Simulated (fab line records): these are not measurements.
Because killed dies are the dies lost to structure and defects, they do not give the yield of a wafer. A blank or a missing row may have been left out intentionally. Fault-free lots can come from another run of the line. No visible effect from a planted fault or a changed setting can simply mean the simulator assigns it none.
fab line records    flow n5_finfet
record: lots: 24  wafers: 72  last_day: 18
route steps=1938 shown BEOL_M9@1455 BEOL_M10@1472
lots that met no fault: taken from a fault-free run of the same line
start_h: hours from the record's first day to the start of the lot's first wafer shown    wait_h: time in hours since the lot's previous step    " as in the row above    L1.1+2: a row that stands for several wafers    - either no value or no given start    * or withheld: withheld    < > ~ a bound
route shown NAME@n: NAME is a module with steps in the file, n the number in the route of the first one    usual: the fault-free wafers' mean and standard deviation    same: alike in all rows    chamber/n: place in a boat    sites: the reading at each site    _std_site: standard deviation of those values    _edge_site: inner sites' mean taken away from outer sites' mean    radius_mm: how far each site lies from the wafer's centre    mask NAME#n: copy n    behind: the most recent tool/chamber to have shaped the wafer    hold: why the lot was held/for how many hours/how that ended    device: whichever transistor did not switch (one of n, p or np)    end of line: the tests these same wafers got at the end of their route    for a step that has no rows: nothing shown but its recipe    killed: count of dies lost to structure and defects at first sort (not the wafer's yield)    map: per-die view of a wafer (x killed, . not killed, _ where there is no die)
set.NAME: setting as actually run; set.NAME@STEP: the setting as run at that earlier step    model.NAME: the simulator's own value behind a step, which no gauge read
steps of the route over a sample of lots; a table a step, a row a wafer
services: the hour from which a tool's chamber was out of use, counted from the record's first day as start_h (under 0 if before that day), plus the number of hours and why
== steps ==
step: N5_BEOL_M9_CURE_72
recipe: temp_c: 370  time_s: 120  ambient: DMADMS/He  material: SiCOH_lowk
usual: lamp_power_pct: 52.32/0.05  wafer_temp_C_max: 371.8/0.6
lot.wafer  tool        chamber  start_h  wait_h  lamp_power_pct  wafer_temp_C_max
L074.1     uv_cure-01  2        207.93   0.0     52.27           371.7
L074.2     "           2        "        "       52.38           372.0
L074.6     "           2        "        "       52.29           371.9
L075.1     uv_cure-01  2        213.84   0.0     52.39           372.6
L075.4     "           2        "        "       52.29           371.8
L075.5     "           2        "        "       52.23           372.6
L076.1     uv_cure-03  2        214.40   0.0     52.34           372.1
L076.2     "           2        "        "       52.33           372.3
L076.4     "           2        "        "       52.40           372.2
L078.3     uv_cure-01  2        218.21   0.1     52.29           371.7
L078.5     "           2        "        "       52.40           372.2
L078.6     "           2        "        "       52.37           372.0
L077.2     uv_cure-02  0        222.42   0.1     52.38           372.0
L077.5     "           0        "        "       52.29           372.0
L077.6     "           0        "        "       52.32           371.8
L079.2     uv_cure-01  0        237.09   0.1     52.42           371.6
L079.4     "           0        "        "       52.36           370.9
L079.5     "           0        "        "       52.37           372.1
L080.3     uv_cure-01  1        252.76   0.1     52.34           372.4
L080.5     "           1        "        "       52.35           372.4
L080.6     "           1        "        "       52.32           372.2
L083.2     uv_cure-02  1        264.19   0.1     52.35           372.0
L083.5     "           1        "        "       52.40           371.9
L083.6     "           1        "        "       52.25           371.7
L084.2     uv_cure-02  2        266.26   0.1     52.35           370.8
L084.3     "           2        "        "       52.35           371.1
L084.6     "           2        "        "       52.38           370.9
L081.1     uv_cure-02  2        266.51   0.2     52.27           371.3
L081.3     "           2        "        "       52.31           371.0
L081.5     "           2        "        "       52.37           371.4
L082.1     uv_cure-02  0        267.41   0.2     52.35           372.4
L082.4     "           0        "        "       52.31           372.3
L082.5     "           0        "        "       52.34           372.9
L087.1     uv_cure-02  0        270.23   0.5     52.40           372.4
L087.3     "           0        "        "       52.41           371.9
L087.5     "           0        "        "       52.27           371.9
L085.1     uv_cure-02  2        270.53   0.8     52.26           371.5
L085.5     "           2        "        "       52.27           370.6
L085.6     "           2        "        "       52.28           371.1
L086.1     uv_cure-01  0        272.40   0.0     52.33           371.3
L086.2     "           0        "        "       52.26           371.3
L086.3     "           0        "        "       52.26           371.7
L089.1     uv_cure-02  2        305.20   0.0     52.29           370.8
L089.2     "           2        "        "       52.32           371.5
L089.5     "           2        "        "       52.39           370.7
L090.3     uv_cure-01  1        305.26   0.1     52.39           372.3
L090.5     "           1        "        "       52.36           372.7
L090.6     "           1        "        "       52.43           372.0
L088.2     uv_cure-03  2        305.86   0.1     52.30           372.6
L088.3     "           2        "        "       52.31           372.3
L088.5     "           2        "        "       52.36           372.2
L091.2     uv_cure-01  2        316.14   0.1     52.31           371.5
L091.4     "           2        "        "       52.27           372.2
L091.5     "           2        "        "       52.24           372.3
L092.2     uv_cure-03  2        316.42   0.1     52.30           372.4
L092.3     "           2        "        "       52.34           372.2
L092.5     "           2        "        "       52.35           371.5
L093.1     uv_cure-02  2        326.35   0.3     52.31           370.9
L093.3     "           2        "        "       52.31           371.2
L093.6     "           2        "        "       52.35           371.0
L095.3     uv_cure-01  2        333.90   0.1     52.24           372.4
L095.4     "           2        "        "       52.29           372.3
L095.5     "           2        "        "       52.36           371.9
L094.2     uv_cure-01  0        337.34   0.1     52.33           371.0
L094.3     "           0        "        "       52.20           371.0
L094.5     "           0        "        "       52.36           371.5
L097.1     uv_cure-01  1        346.28   0.0     52.30           371.4
L097.2     "           1        "        "       52.32           371.5
L097.3     "           1        "        "       52.36           371.9
L096.3     uv_cure-03  2        365.06   0.1     52.28           371.5
L096.4     "           2        "        "       52.27           371.8
L096.5     "           2        "        "       52.31           372.1
step: N5_BEOL_M9_DEGAS_44
recipe: ambient: vacuum  temp_c: 250  time_s: 60
usual: heater_power_w: 334/34  susceptor_temp_C: 250.04/0.16
lot.wafer  tool            chamber  start_h  wait_h  heater_power_w  susceptor_temp_C
L074.1     pvd_sputter-01  -        208.26   0.3     343             250.08
L074.2     "               -        "        "       390             250.09
L074.6     "               -        "        "       321             249.87
L075.1     pvd_sputter-03  -        214.70   0.8     275             250.25
L075.4     "               -        "        "       335             249.99
L075.5     "               -        "        "       327             249.96
L076.1     pvd_sputter-01  -        214.95   0.5     326             250.20
L076.2     "               -        "        "       348             250.26
L076.4     "               -        "        "       339             250.10
L078.3     pvd_sputter-01  -        218.92   0.7     338             249.94
L078.5     "               -        "        "       343             250.01
L078.6     "               -        "        "       352             250.01
L077.2     pvd_sputter-03  -        223.48   1.0     344             249.97
L077.5     "               -        "        "       338             250.22
L077.6     "               -        "        "       365             250.08
L079.2     pvd_sputter-02  -        237.37   0.2     362             249.94
L079.4     "               -        "        "       294             249.98
L079.5     "               -        "        "       296             249.84
L080.3     pvd_sputter-01  -        253.53   0.7     350             249.90
L080.5     "               -        "        "       323             249.86
L080.6     "               -        "        "       394             250.27
L083.2     pvd_sputter-01  -        264.51   0.3     393             250.04
L083.5     "               -        "        "       339             249.89
L083.6     "               -        "        "       348             249.96
L084.2     pvd_sputter-03  -        266.63   0.3     362             250.08
L084.3     "               -        "        "       347             250.05
L084.6     "               -        "        "       268             250.04
L081.1     pvd_sputter-02  -        266.84   0.3     299             249.82
L081.3     "               -        "        "       369             250.09
L081.5     "               -        "        "       366             249.84
L082.1     pvd_sputter-01  -        267.84   0.4     349             250.01
L082.4     "               -        "        "       322             249.80
L082.5     "               -        "        "       323             249.84
L087.1     pvd_sputter-03  -        270.67   0.4     330             250.04
L087.3     "               -        "        "       351             250.01
L087.5     "               -        "        "       339             250.18
L085.1     pvd_sputter-03  -        270.85   0.3     358             250.21
L085.5     "               -        "        "       353             250.12
L085.6     "               -        "        "       337             250.27
L086.1     pvd_sputter-02  -        272.72   0.3     292             250.03
L086.2     "               -        "        "       356             250.02
L086.3     "               -        "        "       300             250.35
L090.3     pvd_sputter-03  -        305.68   0.4     364             249.82
L090.5     "               -        "        "       265             250.03
L090.6     "               -        "        "       325             250.06
L089.1     pvd_sputter-03  -        305.76   0.5     351             250.04
L089.2     "               -        "        "       343             250.12
L089.5     "               -        "        "       359             249.99
L088.2     pvd_sputter-01  -        306.36   0.4     321             250.13
L088.3     "               -        "        "       400             249.98
L088.5     "               -        "        "       338             249.82
L091.2     pvd_sputter-03  -        318.04   1.8     342             250.18
L091.4     "               -        "        "       351             250.06
L091.5     "               -        "        "       337             249.76
L092.2     pvd_sputter-03  -        318.12   1.6     344             250.30
L092.3     "               -        "        "       355             249.84
L092.5     "               -        "        "       336             250.14
L093.1     pvd_sputter-02  -        326.70   0.3     293             250.17
L093.3     "               -        "        "       297             249.48
L093.6     "               -        "        "       362             250.09
L095.3     pvd_sputter-01  -        334.16   0.2     342             250.29
L095.4     "               -        "        "       395             249.88
L095.5     "               -        "        "       398             250.13
L094.2     pvd_sputter-03  -        337.67   0.3     262             250.24
L094.3     "               -        "        "       335             249.81
L094.5     "               -        "        "       354             249.98
L097.1     pvd_sputter-01  -        346.96   0.6     341             250.26
L097.2     "               -        "        "       322             249.99
L097.3     "               -        "        "       346             249.95
L096.3     pvd_sputter-01  -        365.59   0.5     346             249.89
L096.4     "               -        "        "       322             249.95
L096.5     "               -        "        "       355             250.04
step: N5_BEOL_M10_THK_MEAS_01
recipe: reads: SiCOH_lowk_of_BEOL_M10_ILD_DEP_00
usual: M10_ILD_THK: 268/3.6
lot.wafer  tool           chamber  start_h  wait_h  M10_ILD_THK[nm]
L074.1     film_metro-01  -        211.10   0.4     271
L074.2     "              -        "        "       270
L074.6     "              -        "        "       272
L075.1     film_metro-01  -        216.95   0.4     266
L075.4     "              -        "        "       270
L075.5     "              -        "        "       269
L076.1     film_metro-01  -        217.73   0.4     267
L076.2     "              -        "        "       268
L076.4     "              -        "        "       269
L078.3     film_metro-01  -        222.21   0.5     269
L078.5     "              -        "        "       268
L078.6     "              -        "        "       268
L077.2     film_metro-01  -        225.73   0.4     261
L077.5     "              -        "        "       267
L077.6     "              -        "        "       266
L079.2     film_metro-02  -        244.09   0.4     272
L079.4     "              -        "        "       276
L079.5     "              -        "        "       275
L080.3     film_metro-02  -        255.91   0.3     266
L080.5     "              -        "        "       274
L080.6     "              -        "        "       269
L083.2     film_metro-01  -        268.22   0.4     263
L083.5     "              -        "        "       273
L083.6     "              -        "        "       271
L084.2     film_metro-01  -        269.16   0.4     264
L084.3     "              -        "        "       262
L084.6     "              -        "        "       270
L081.1     film_metro-01  -        269.30   0.4     266
L081.3     "              -        "        "       267
L081.5     "              -        "        "       275
L082.1     film_metro-01  -        271.75   0.5     265
L082.4     "              -        "        "       273
L082.5     "              -        "        "       268
L087.1     film_metro-01  -        273.04   0.4     267
L087.3     "              -        "        "       268
L087.5     "              -        "        "       270
L085.1     film_metro-01  -        273.52   0.4     267
L085.5     "              -        "        "       273
L085.6     "              -        "        "       269
L086.1     film_metro-02  -        276.53   0.4     263
L086.2     "              -        "        "       260
L086.3     "              -        "        "       265
L090.3     film_metro-01  -        308.59   0.3     264
L090.5     "              -        "        "       268
L090.6     "              -        "        "       269
L089.1     film_metro-01  -        309.13   0.4     269
L089.2     "              -        "        "       269
L089.5     "              -        "        "       274
L088.2     film_metro-02  -        310.05   0.4     265
L088.3     "              -        "        "       266
L088.5     "              -        "        "       267
L091.2     film_metro-02  -        320.26   0.4     263
L091.4     "              -        "        "       264
L091.5     "              -        "        "       267
L092.2     film_metro-02  -        320.56   0.4     267
L092.3     "              -        "        "       269
L092.5     "              -        "        "       268
L093.1     film_metro-01  -        329.00   0.4     262
L093.3     "              -        "        "       264
L093.6     "              -        "        "       267
L095.3     film_metro-01  -        336.43   0.3     266
L095.4     "              -        "        "       267
L095.5     "              -        "        "       268
L094.2     film_metro-02  -        341.30   0.4     272
L094.3     "              -        "        "       269
L094.5     "              -        "        "       276
L097.1     film_metro-01  -        349.51   0.4     262
L097.2     "              -        "        "       261
L097.3     "              -        "        "       265
L096.3     film_metro-01  -        368.19   0.3     269
L096.4     "              -        "        "       274
L096.5     "              -        "        "       274
step: N5_BEOL_M10_DEGAS_44
recipe: ambient: vacuum  temp_c: 250  time_s: 60
usual: heater_power_w: 334/34  susceptor_temp_C: 250.00/0.17
lot.wafer  tool            chamber  start_h  wait_h  heater_power_w  susceptor_temp_C
L074.1     pvd_sputter-01  -        214.87   0.7     345             250.10
L074.2     "               -        "        "       334             250.25
L074.6     "               -        "        "       405             250.10
L075.1     pvd_sputter-01  -        220.58   0.7     407             249.97
L075.4     "               -        "        "       344             249.75
L075.5     "               -        "        "       343             250.01
L076.1     pvd_sputter-01  -        223.56   1.1     312             249.81
L076.2     "               -        "        "       333             249.94
L076.4     "               -        "        "       338             250.14
L078.3     pvd_sputter-01  -        227.30   0.5     308             249.86
L078.5     "               -        "        "       335             249.97
L078.6     "               -        "        "       340             250.03
L077.2     pvd_sputter-01  -        229.88   0.2     341             250.02
L077.5     "               -        "        "       342             250.08
L077.6     "               -        "        "       334             249.79
L079.2     pvd_sputter-01  -        251.02   1.8     336             250.21
L079.4     "               -        "        "       348             249.99
L079.5     "               -        "        "       318             249.88
L080.3     pvd_sputter-01  -        261.07   0.2     318             249.94
L080.5     "               -        "        "       336             249.91
L080.6     "               -        "        "       316             249.82
L083.2     pvd_sputter-02  -        272.42   0.2     296             250.03
L083.5     "               -        "        "       317             250.10
L083.6     "               -        "        "       298             249.87
L084.2     pvd_sputter-01  -        273.02   0.2     343             250.17
L084.3     "               -        "        "       344             250.11
L084.6     "               -        "        "       314             250.07
L081.1     pvd_sputter-02  -        275.12   2.1     365             250.00
L081.3     "               -        "        "       287             249.76
L081.5     "               -        "        "       298             249.87
L082.1     pvd_sputter-02  -        276.14   0.4     364             250.03
L082.4     "               -        "        "       319             250.07
L082.5     "               -        "        "       291             250.31
L087.1     pvd_sputter-02  -        276.22   0.3     297             250.13
L087.3     "               -        "        "       365             249.70
L087.5     "               -        "        "       372             250.01
L085.1     pvd_sputter-03  -        281.68   0.5     332             249.93
L085.5     "               -        "        "       346             249.66
L085.6     "               -        "        "       271             250.01
L086.1     pvd_sputter-03  -        281.76   0.3     364             250.21
L086.2     "               -        "        "       273             250.24
L086.3     "               -        "        "       347             249.90
L090.3     pvd_sputter-03  -        312.54   0.3     270             249.93
L090.5     "               -        "        "       343             249.97
L090.6     "               -        "        "       364             249.98
L089.1     pvd_sputter-03  -        312.70   0.4     334             249.89
L089.2     "               -        "        "       272             250.01
L089.5     "               -        "        "       338             250.19
L088.2     pvd_sputter-03  -        315.04   1.7     341             249.88
L088.3     "               -        "        "       332             250.20
L088.5     "               -        "        "       348             249.88
L092.2     pvd_sputter-02  -        326.78   0.3     289             249.77
L092.3     "               -        "        "       370             249.86
L092.5     "               -        "        "       372             250.17
L091.2     pvd_sputter-02  -        327.21   0.4     288             250.16
L091.4     "               -        "        "       313             249.87
L091.5     "               -        "        "       293             250.19
L093.1     pvd_sputter-01  -        334.30   0.3     310             250.24
L093.3     "               -        "        "       333             249.81
L093.6     "               -        "        "       324             250.22
L095.3     pvd_sputter-03  -        341.02   0.4     347             249.96
L095.4     "               -        "        "       341             250.18
L095.5     "               -        "        "       360             249.80
L094.2     pvd_sputter-01  -        346.62   0.8     344             249.92
L094.3     "               -        "        "       395             250.27
L094.5     "               -        "        "       336             250.19
L097.1     pvd_sputter-02  -        358.24   0.5     374             250.28
L097.2     "               -        "        "       282             249.93
L097.3     "               -        "        "       307             249.77
L096.3     pvd_sputter-02  -        372.94   0.2     289             250.18
L096.4     "               -        "        "       376             250.07
L096.5     "               -        "        "       299             250.30
step: N5_BEOL_M10_ALD_74
recipe: material: TaN  target_thk_a: 20  temp_c: 275  ald_precursor_family: PDMAT  ald_co_reactant: NH3  pressure_torr: 3  carrier_flow_sccm: 1500  pulse_time_s: 2  purge_time_s: 3  co_reactant_purge_time_s: 2  co_reactant_pulse_time_s: 3  ald_cycles: 40  precursor_vessel_temp_c: 75  precursor_vessel_pressure_torr: 26.25  precursor_vessel_carrier_sccm: 1000
usual: heater_power_w: 433/40  susceptor_temp_C: 274.99/0.19
lot.wafer  tool          chamber  start_h  wait_h  heater_power_w  susceptor_temp_C
L074.1     ald_metal-04  2        214.98   0.0     412             275.07
L074.2     "             1        "        "       479             275.41
L074.6     "             1        "        "       484             275.25
L075.1     ald_metal-03  0        220.69   0.0     429             274.76
L075.4     "             2        "        "       455             275.40
L075.5     "             2        "        "       457             275.56
L076.1     ald_metal-01  3        223.71   0.1     414             275.00
L076.2     "             2        "        "       354             275.21
L076.4     "             0        "        "       397             274.80
L078.3     ald_metal-03  2        227.42   0.1     451             275.20
L078.5     "             2        "        "       452             274.63
L078.6     "             3        "        "       385             274.86
L077.2     ald_metal-03  3        230.00   0.1     379             275.15
L077.5     "             0        "        "       428             275.08
L077.6     "             1        "        "       473             274.70
L079.2     ald_metal-03  1        251.12   0.0     482             274.97
L079.4     "             0        "        "       436             275.06
L079.5     "             1        "        "       481             274.86
L080.3     ald_metal-04  1        261.18   0.0     482             274.93
L080.5     "             2        "        "       405             275.08
L080.6     "             1        "        "       492             274.84
L083.2     ald_metal-03  1        272.54   0.1     488             275.18
L083.5     "             1        "        "       480             274.78
L083.6     "             2        "        "       441             274.69
L084.2     ald_metal-03  3        273.12   0.0     378             274.82
L084.3     "             1        "        "       472             274.76
L084.6     "             2        "        "       448             274.95
L081.1     ald_metal-03  0        275.31   0.1     432             274.86
L081.3     "             2        "        "       454             275.06
L081.5     "             0        "        "       427             275.14
L082.1     ald_metal-03  2        276.30   0.1     454             275.10
L082.4     "             3        "        "       385             275.01
L082.5     "             3        "        "       386             274.85
L087.1     ald_metal-01  2        276.37   0.1     357             275.03
L087.3     "             0        "        "       385             275.00
L087.5     "             1        "        "       519             275.12
L085.1     ald_metal-03  0        281.78   0.0     426             274.85
L085.5     "             3        "        "       386             274.95
L085.6     "             2        "        "       444             274.77
L086.1     ald_metal-04  3        281.97   0.1     397             274.86
L086.2     "             0        "        "       437             274.69
L086.3     "             1        "        "       487             275.10
L090.3     ald_metal-03  3        312.66   0.1     392             274.96
L090.5     "             1        "        "       475             275.39
L090.6     "             0        "        "       438             274.79
L089.1     ald_metal-03  0        312.92   0.2     422             275.05
L089.2     "             2        "        "       443             274.79
L089.5     "             3        "        "       378             275.15
L088.2     ald_metal-01  0        315.14   0.0     402             275.09
L088.3     "             3        "        "       413             274.88
L088.5     "             3        "        "       427             274.83
L092.2     ald_metal-03  1        327.03   0.2     474             275.03
L092.3     "             0        "        "       433             274.89
L092.5     "             3        "        "       388             274.96
L091.2     ald_metal-04  1        327.31   0.0     482             275.06
L091.4     "             2        "        "       417             275.19
L091.5     "             1        "        "       486             275.02
L093.1     ald_metal-04  2        334.40   0.0     414             274.85
L093.3     "             3        "        "       396             275.07
L093.6     "             0        "        "       439             275.05
L095.3     ald_metal-04  1        341.12   0.0     489             274.98
L095.4     "             2        "        "       416             274.99
L095.5     "             1        "        "       489             275.06
L094.2     ald_metal-03  2        346.77   0.1     440             275.24
L094.3     "             3        "        "       390             275.31
L094.5     "             0        "        "       434             275.24
L097.1     ald_metal-04  2        358.36   0.1     401             275.02
L097.2     "             3        "        "       396             275.04
L097.3     "             1        "        "       484             275.28
L096.3     ald_metal-01  2        373.05   0.0     354             274.75
L096.4     "             0        "        "       397             274.81
L096.5     "             3        "        "       422             275.05
step: N5_BEOL_M10_ANNEAL_51
recipe: temp_c: 225  time_s: 90  ambient: N2
usual: anneal_temp_c: 225.00/0.17  wafer_temp_C_max: 225.9/0.32
lot.wafer  tool           chamber  start_h  wait_h  anneal_temp_c  wafer_temp_C_max
L074.1     rtp_anneal-01  0        215.92   0.3     225.12         226.2
L074.2     "              0        "        "       225.21         226.6
L074.6     "              0        "        "       225.18         226.3
L075.1     rtp_anneal-02  0        222.87   0.1     225.33         225.6
L075.4     "              0        "        "       225.17         225.7
L075.5     "              0        "        "       225.56         225.9
L076.1     rtp_anneal-02  0        224.67   0.2     224.93         225.8
L076.2     "              0        "        "       224.98         225.8
L076.4     "              0        "        "       224.83         225.9
L078.3     rtp_anneal-01  0        229.65   0.2     225.04         226.2
L078.5     "              0        "        "       224.94         226.6
L078.6     "              0        "        "       225.07         226.6
L077.2     rtp_anneal-01  0        230.94   0.1     224.92         226.0
L077.5     "              0        "        "       225.03         226.5
L077.6     "              0        "        "       225.22         226.3
L079.2     rtp_anneal-02  0        251.92   0.1     224.95         225.7
L079.4     "              0        "        "       225.01         225.5
L079.5     "              0        "        "       225.00         226.0
L080.3     rtp_anneal-02  0        262.43   0.4     225.02         226.0
L080.5     "              0        "        "       225.13         225.4
L080.6     "              0        "        "       224.85         225.9
L083.2     rtp_anneal-02  0        273.62   0.1     225.26         225.4
L083.5     "              0        "        "       225.32         225.8
L083.6     "              0        "        "       225.18         225.5
L084.2     rtp_anneal-01  0        275.35   0.2     225.02         226.1
L084.3     "              0        "        "       224.95         226.2
L084.6     "              0        "        "       224.91         226.5
L081.1     rtp_anneal-01  0        276.21   0.1     225.07         226.0
L081.3     "              0        "        "       224.94         226.1
L081.5     "              0        "        "       224.82         226.3
L082.1     rtp_anneal-02  0        279.29   0.1     225.10         225.7
L082.4     "              0        "        "       225.24         225.7
L082.5     "              0        "        "       224.53         225.6
L087.1     rtp_anneal-01  0        279.45   0.2     225.26         226.2
L087.3     "              0        "        "       225.25         226.3
L087.5     "              0        "        "       224.96         226.5
L085.1     rtp_anneal-02  0        282.64   0.1     224.85         226.3
L085.5     "              0        "        "       224.96         225.8
L085.6     "              0        "        "       224.83         225.7
L086.1     rtp_anneal-02  0        282.91   0.3     225.32         225.7
L086.2     "              0        "        "       225.24         225.7
L086.3     "              0        "        "       224.92         225.9
L090.3     rtp_anneal-01  0        313.52   0.1     224.94         226.3
L090.5     "              0        "        "       224.95         226.0
L090.6     "              0        "        "       225.03         226.0
L089.1     rtp_anneal-02  0        314.84   0.1     225.22         225.7
L089.2     "              0        "        "       225.31         226.2
L089.5     "              0        "        "       224.95         225.7
L088.2     rtp_anneal-02  0        316.54   0.3     225.02         226.0
L088.3     "              0        "        "       224.81         225.7
L088.5     "              0        "        "       224.47         225.7
L092.2     rtp_anneal-01  0        328.05   0.4     224.94         225.9
L092.3     "              0        "        "       224.86         226.0
L092.5     "              0        "        "       225.02         226.6
L091.2     rtp_anneal-02  0        328.22   0.3     224.76         225.5
L091.4     "              0        "        "       224.95         225.7
L091.5     "              0        "        "       224.92         226.0
L093.1     rtp_anneal-02  0        335.32   0.2     224.95         225.5
L093.3     "              0        "        "       224.96         225.9
L093.6     "              0        "        "       224.86         226.1
L095.3     rtp_anneal-02  0        342.39   0.4     224.98         226.0
L095.4     "              0        "        "       225.10         225.4
L095.5     "              0        "        "       224.91         225.6
L094.2     rtp_anneal-02  0        348.06   0.3     225.04         226.0
L094.3     "              0        "        "       224.88         225.6
L094.5     "              0        "        "       225.04         225.8
L097.1     rtp_anneal-02  0        360.09   0.7     225.05         225.8
L097.2     "              0        "        "       224.91         225.8
L097.3     "              0        "        "       224.88         225.7
L096.3     rtp_anneal-02  0        374.87   0.4     225.08         225.9
L096.4     "              0        "        "       224.94         225.7
L096.5     "              0        "        "       224.99         225.8
== services ==
tool            chamber  start_h  hours  kind
uv_cure-01      -        191.32   7.5    pm
ald_metal-03    -        206.09   6.0    pm
pvd_sputter-02  -        222.72   1.7    repair
uv_cure-03      -        232.22   7.5    pm
ald_metal-04    -        247.48   4.3    pm
ald_metal-03    3        251.50   3.4    repair
uv_cure-03      -        259.64   14.6   pm
uv_cure-01      -        269.13   2.1    pm
rtp_anneal-01   -        295.09   4.3    pm
ald_metal-01    0        343.59   -      calibration
uv_cure-03      -        345.99   6.0    repair
ald_metal-03    3        359.58   16.3   repair
uv_cure-02      -        365.10   1.0    pm
== key ==
fault none
